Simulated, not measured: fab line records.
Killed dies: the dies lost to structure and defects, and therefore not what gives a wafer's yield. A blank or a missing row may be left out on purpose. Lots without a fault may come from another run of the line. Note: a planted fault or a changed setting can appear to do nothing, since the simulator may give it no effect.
Which tool was responsible? -- flow nandHarc -- 45 wafers from 15 lots sampled at 4 of the route's 1159 steps

## WHAT THE GAUGES READ, wafer by wafer
No reading from a measuring or inspecting step in the record can be judged against a usual standard deviation.

## WHAT TOOL EACH LOT RAN ON (gives the tool, then ch and the chambers of the sampled wafers, and finally the start)
lot,NHARC_A_STAIRCASE_DESCUM_168,NHARC_A_STAIRCASE_ETCH_170,NHARC_A_STAIRCASE_DEVELOP_08,NHARC_A_STAIRCASE_ETCH_17
L116,"rieDiel-08 ch 1,2,3, day 10 16:33","rieDiel-08 ch 0,2, day 10 17:00 or earlier","lithoTrack-07 ch 0, day 10 17:00","rieDiel-02 ch 2,3, no start"
L117,"rieDiel-07 ch 1,2,3, day 11 07:28","rieDiel-07 ch 0,2,3, day 11 09:00 or earlier","lithoTrack-02 ch 0, day 11 09:00","rieDiel-07 ch 1,2, no start"
L118,"rieDiel-02 ch 0,1,3, day 11 15:51","rieDiel-02 ch 0,1, day 11 17:00 or earlier","lithoTrack-05 ch 0, day 11 17:00","rieDiel-02 ch 0,1,3, no start"
L120,"rieDiel-08 ch 0,2,3, day 12 02:13","rieDiel-08 ch 0,2, day 12 03:00 or earlier","lithoTrack-05, day 12 03:00","rieDiel-08 ch 1,2,3, no start"
L123,"rieDiel-02 ch 0,1,3, day 12 06:17","rieDiel-02 ch 0,1, day 12 07:00 or earlier","lithoTrack-02, day 12 07:00","rieDiel-08 ch 0,3, no start"
L125,"rieDiel-07 ch 2,3, day 12 16:17","rieDiel-07 ch 1,2,3, day 12 18:00 or earlier","lithoTrack-02, day 12 18:00","rieDiel-08 ch 0,1,3, no start"
L128,"rieDiel-02 ch 0,2,3, day 13 21:20","rieDiel-02 ch 0,1,2, day 13 22:00 or earlier","lithoTrack-05 ch 0, day 13 22:00","rieDiel-08 ch 0,1,2, no start"
L129,"rieDiel-02 ch 1,2, day 13 21:31","rieDiel-02 ch 0,3, day 13 22:00 or earlier","lithoTrack-02 ch 0, day 13 22:00","rieDiel-08 ch 1,3, no start"
L132,"rieDiel-02 ch 2,3, day 14 10:40","rieDiel-02 ch 0,2, day 14 12:00 or earlier","lithoTrack-07 ch 0, day 14 12:00","rieDiel-07 ch 0,2,3, no start"
L131,"rieDiel-02 ch 1,2, day 14 10:50","rieDiel-02 ch 2,3, day 14 12:00 or earlier","lithoTrack-02 ch 0, day 14 12:00","rieDiel-08 ch 0,3, no start"
L133,"rieDiel-08 ch 1,2, day 14 21:58","rieDiel-08 ch 1,2, day 14 23:00 or earlier","lithoTrack-05 ch 0, day 14 23:00","rieDiel-07 ch 0,1,3, no start"
L135,"rieDiel-02 ch 0,1,2, day 15 08:41","rieDiel-02 ch 1,2,3, day 15 10:00 or earlier","lithoTrack-07 ch 0, day 15 10:00","rieDiel-02 ch 0,1,3, no start"
L136,"rieDiel-02 ch 0,1,3, day 15 16:53","rieDiel-02 ch 0,1, day 15 18:00 or earlier","lithoTrack-02 ch 0, day 15 18:00","rieDiel-07 ch 0,2,3, no start"
L137,"rieDiel-02 ch 0,1,2, day 15 20:39","rieDiel-02 ch 1,2, day 15 22:00 or earlier","lithoTrack-05 ch 0, day 15 22:00","rieDiel-07 ch 2,3, no start"
L138,"rieDiel-07 ch 0,1,3, day 16 03:32","rieDiel-07 ch 1,2,3, day 16 05:00 or earlier","lithoTrack-05 ch 0, day 16 05:00","rieDiel-02 ch 0,1,2, no start"
- NHARC_A_STAIRCASE_DESCUM_168: chemistry O2, time 3 s.
- NHARC_A_STAIRCASE_ETCH_170: etches the open film in C4F6/O2, target depth 200 nm, time 66.667 s.
- NHARC_A_STAIRCASE_DEVELOP_08: time 140 s.
- NHARC_A_STAIRCASE_ETCH_17: etches the open film in C4F8/O2, target depth 100 nm, time 40.5 s.

## WHAT THE TOOLS THEMSELVES READ (means of the sampled wafers that have a number; where no wafer has one, the mark that the record gives instead)
NHARC_A_STAIRCASE_DESCUM_168. Usual: drypumpMotorCurrentA 5.8 A, standard deviation 0.52; oesProductAu 1.000 a.u., standard deviation 0.0075; rfVppV 57.9 V, standard deviation 0.94; showerheadPlenumPTorr 1.94 Torr, standard deviation 0.094; throttleValvePct 11.311 %, standard deviation 0.0089.
lot,tool,drypumpMotorCurrentA (A),oesProductAu (a.u.),rfVppV (V),showerheadPlenumPTorr (Torr),throttleValvePct (%),flag
L116,rieDiel-08,6.4,1.006,57.9,1.92,11.313,
L117,rieDiel-07,5.2,1.002,57.9,1.89,11.300,
L118,rieDiel-02,5.4,1.004,57.9,1.94,11.316,
L120,rieDiel-08,6.2,1.005,58.0,1.92,11.314,
L123,rieDiel-02,5.4,0.990,58.0,1.93,11.323,
L125,rieDiel-07,5.6,1.002,57.8,1.84,11.320,
L128,rieDiel-02,5.8,0.995,58.3,1.92,11.305,
L129,rieDiel-02,5.6,1.001,58.1,1.96,11.318,
L132,rieDiel-02,6.0,1.002,58.1,1.88,11.307,
L131,rieDiel-02,6.0,1.001,58.6,1.94,11.314,
L133,rieDiel-08,6.3,0.999,57.4,1.85,11.307,
L135,rieDiel-02,5.7,0.997,59.2,1.98,11.310,
L136,rieDiel-02,5.4,1.002,58.1,2.03,11.311,
L137,rieDiel-02,5.7,0.993,57.8,1.98,11.318,
L138,rieDiel-07,5.1,1.002,58.0,1.93,11.308,

NHARC_A_STAIRCASE_ETCH_170. Usual: drypumpMotorCurrentA 5.8 A, standard deviation 0.52; oesProductAu 0.969 a.u., standard deviation 0.013; rfVppV 548 V, standard deviation 3.7; showerheadPlenumPTorr 3.97 Torr, standard deviation 0.18; throttleValvePct 26.904 %, standard deviation 0.0084.
lot,tool,drypumpMotorCurrentA (A),oesProductAu (a.u.),rfVppV (V),showerheadPlenumPTorr (Torr),throttleValvePct (%),flag
L116,rieDiel-08,6.1,0.954,548,3.95,26.903,
L117,rieDiel-07,5.2,0.971,548,3.97,26.904,
L118,rieDiel-02,5.6,0.963,551,4.15,26.900,
L120,rieDiel-08,6.2,0.972,545,3.82,26.906,
L123,rieDiel-02,5.5,0.969,549,4.09,26.907,
L125,rieDiel-07,5.2,0.968,546,3.88,26.906,
L128,rieDiel-02,5.8,0.953,549,4.06,26.903,
L129,rieDiel-02,5.5,0.950,545,3.84,26.904,
L132,rieDiel-02,5.9,0.985,550,4.11,26.908,
L131,rieDiel-02,5.7,0.956,543,3.75,26.903,
L133,rieDiel-08,6.3,0.980,545,3.79,26.908,
L135,rieDiel-02,5.6,0.970,550,4.07,26.901,
L136,rieDiel-02,5.6,0.963,551,4.12,26.908,
L137,rieDiel-02,6.0,0.974,548,3.97,26.902,
L138,rieDiel-07,5.2,0.971,546,3.86,26.910,

NHARC_A_STAIRCASE_DEVELOP_08. Usual: chillPlateTempC 23.00 C, standard deviation 0.097; exhaustPa 45.0 Pa, standard deviation 0.81.
lot,tool,chillPlateTempC (C),exhaustPa (Pa),flag
L116,lithoTrack-07,23.01,44.8,
L117,lithoTrack-02,23.13,44.1,
L118,lithoTrack-05,22.95,45.2,
L120,lithoTrack-05,-,-,OFF
L123,lithoTrack-02,-,-,OFF
L125,lithoTrack-02,-,-,OFF
L128,lithoTrack-05,22.92,45.0,
L129,lithoTrack-02,23.10,44.9,
L132,lithoTrack-07,23.05,45.4,
L131,lithoTrack-02,22.99,45.4,
L133,lithoTrack-05,23.01,45.5,
L135,lithoTrack-07,22.91,45.5,
L136,lithoTrack-02,23.08,44.9,
L137,lithoTrack-05,22.97,44.5,
L138,lithoTrack-05,22.95,44.5,

NHARC_A_STAIRCASE_ETCH_17. Usual: oesProductAu 0.939 a.u., standard deviation 0.0079; rfVppV 897 V, standard deviation 6.1.
lot,tool,oesProductAu (a.u.),rfVppV (V),flag
L116,rieDiel-02,0.933,890,
L117,rieDiel-07,0.936,898,
L118,rieDiel-02,0.938,897,
L120,rieDiel-08,0.954,896,
L123,rieDiel-08,0.935,900,
L125,rieDiel-08,0.941,900,
L128,rieDiel-08,0.941,896,
L129,rieDiel-08,0.936,898,
L132,rieDiel-07,0.943,897,
L131,rieDiel-08,0.940,901,
L133,rieDiel-07,0.940,896,
L135,rieDiel-02,0.941,903,
L136,rieDiel-07,0.943,896,
L137,rieDiel-07,0.944,893,
L138,rieDiel-02,0.931,900,

## THE ANSWER, worked out from the rows above alone
Rule: lot off if the mean of its wafers having a number is beyond 3 standard deviations from the usual mean. Also off: a lot with no number at a reading for which 4 or more lots have one. Where the step has rows for the other lots, those lots are counted as sound. First the gauges in route order, then the tools' own readings, where a lot's mean is used as printed above. The first step at which some lot is off is used, and at that step the reading that is off furthest; a lot without a number counts as furthest.
Off: L120, L123, L125, at NHARC_A_STAIRCASE_DEVELOP_08 (chillPlateTempC). Without a number there: L120, L123, L125.
A tool fits if, at that step or a process step before it, it ran every lot that is off, and no sound lot after the first of them. With no start given for some of its lots, NHARC_A_STAIRCASE_ETCH_170 uses the hours and lot order of NHARC_A_STAIRCASE_DEVELOP_08. None of those tried fits.

## WHAT HAD BEEN PUT IN BY THE SIMULATOR
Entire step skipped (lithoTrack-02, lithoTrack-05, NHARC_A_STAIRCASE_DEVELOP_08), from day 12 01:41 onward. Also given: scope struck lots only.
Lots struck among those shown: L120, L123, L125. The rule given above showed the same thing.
